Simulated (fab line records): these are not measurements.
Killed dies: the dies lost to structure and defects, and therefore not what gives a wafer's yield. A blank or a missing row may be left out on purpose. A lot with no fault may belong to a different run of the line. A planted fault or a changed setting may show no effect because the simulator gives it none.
A struck lot beside a sound one | flow nand harc | 15 out of 1302 route steps
Sound: the wafers L340.2, L340.3, L340.6. Struck: wafer L343.5 (L343.3, L343.6, from the same lot, were not struck and are left out); the cause is given at the end.
Each step with rows lists, per side, the tool, then ch with its chambers, then its first start. Under that, the readings that differ: sound wafers | struck wafers | difference of the means | sigmas: that difference in standard deviations of wafers without a fault.
alike: readings with means less than 2 such deviations apart, plus words and numbers identical on both sides. not compared: withheld readings, readings lacking a value on some wafer, bounds such as >300 that could conceal the same value, and numbers that have no deviation in the record and whose values overlap.
The two part at a step that has a row with sigmas, a row that says differs or no value, or rows on one side only. Numbers that don't overlap but have no deviation are shown without sigmas and don't part them. A reading that every wafer of one side lacks parts them only if that side has two wafers or more.

first, 5 steps without rows for these wafers: NHARC_A_SGD_CUT_SOFTBAKE_04 (time 55 s); NHARC_A_SGD_CUT_EBR_05; NHARC_A_SGD_CUT_EXPOSE_06 (exposes mask SGD); NHARC_A_SGD_CUT_PEB_07 (peb time 65 s); NHARC_A_SGD_CUT_DEVELOP_08 (develop time 35 s).
NHARC_A_SGD_CUT_CD_MEAS_09: the cd target is 100 nm.
  sound on cd sem-03 ch 0, day 22 07:41; struck on cd sem-01 ch 0, day 23 13:28
  alike: cd nm
NHARC_A_SGD_CUT_OVL_MEAS_10:
  struck on overlay-02, day 23 13:33; sound on overlay-01, day 22 07:46
  alike: overlay x nm, overlay y nm
NHARC_A_SGD_CUT_INSPECT_11:
  struck on defect inspect-01, day 23 13:35; sound on defect inspect-01, day 22 07:49
  reading          | sound     | struck | difference | sigmas
  raw defect count | 131 93 99 | 7      | -101       | -4
NHARC_A_SGD_CUT_DESCUM_14: chemistry O2, time 3 s.
  sound on rie diel-09 ch 1,2,3, day 22 07:53; struck on rie diel-08 ch 2, day 23 13:40
  reading                     | sound       | struck | difference | sigmas
  drypump motor current A (A) | 5.5 6.0 5.5 | 5.0    | -0.7       | -2
  alike: oes product au, rf vpp V, showerhead plenum p Torr, throttle valve pct
  not compared: rf hours counter h
NHARC_A_SGD_CUT_ETCH_58: etches the open film in CF4, target depth 39 nm, time 65 s.
  sound on rie diel-09 ch 1,2,3, day 22 07:58; struck on rie diel-08 ch 2, day 23 13:44
  reading                     | sound          | struck | difference | sigmas
  drypump motor current A (A) | 5.50 6.01 5.49 | 4.96   | -0.71      | -2
  alike: bias w, cf4 flow sccm, oes product au, rf vpp V, run length s, showerhead plenum p Torr, throttle valve pct
  not compared: rf hours counter h
NHARC_A_SGD_CUT_ETCH_59: etches the open film in N2/H2, target depth 260 nm, time 406.25 s.
  sound on rie diel-09 ch 0,2,3; struck on rie diel-08 ch 3
  reading                         | sound             | struck | difference | sigmas
  rf vpp V (V)                    | 429.1 427.0 428.0 | 434.0  | +6.0       | +2
  showerhead plenum p Torr (Torr) | 2.03 1.89 1.90    | 2.15   | +0.21      | +2
  alike: bias w, drypump motor current A, oes product au, run length s, throttle valve pct
  not compared: rf hours counter h
NHARC_A_SGD_CUT_ETCH_15: etches the open film in CH3F/O2, target depth 75 nm, time 64.3 s.
  sound on rie diel-09 ch 0,1,3; struck on rie diel-08 ch 2
  reading                     | sound       | struck | difference | sigmas
  drypump motor current A (A) | 5.6 6.0 5.5 | 4.9    | -0.8       | -3
  alike: bias w, ch3f flow sccm, oes product au, rf vpp V, run length s, showerhead plenum p Torr, throttle valve pct
  not compared: rf hours counter h
NHARC_A_SGD_CUT_ETCH_16: etches the open film in C4F8/O2/Ar, target depth 310.5 nm, time 155.2 s.
  sound on rie diel-09 ch 0,1,2, day 22 08:27; struck on rie diel-08 ch 3, day 23 14:14
  reading          | sound             | struck | difference | sigmas
  run length s (s) | 176.6 176.3 176.9 | 161.1  | -15.5      | -37
  alike: oes product au, rf vpp V
  not compared: bias w, rf hours counter h
then, 1 step without rows for these wafers: NHARC_A_SGD_CUT_STRIP_60 (strips in C4F8/O2/Ar).
-- break in the record here, with 8 days between the starts of the struck wafers on either side (left off in module A_SGD_CUT, picked up again in module END, where the first step shown is number 1302 on the route) --
NHARC_END_SORT_01:
  the record has rows for the struck wafers here (prober-01 ch 0, day 31 12:08) and none for the sound ones

== WHERE THEY PART ==
At NHARC_A_SGD_CUT_INSPECT_11 first; at NHARC_END_SORT_01 last (within this record only).

WHY: what the simulator had put in
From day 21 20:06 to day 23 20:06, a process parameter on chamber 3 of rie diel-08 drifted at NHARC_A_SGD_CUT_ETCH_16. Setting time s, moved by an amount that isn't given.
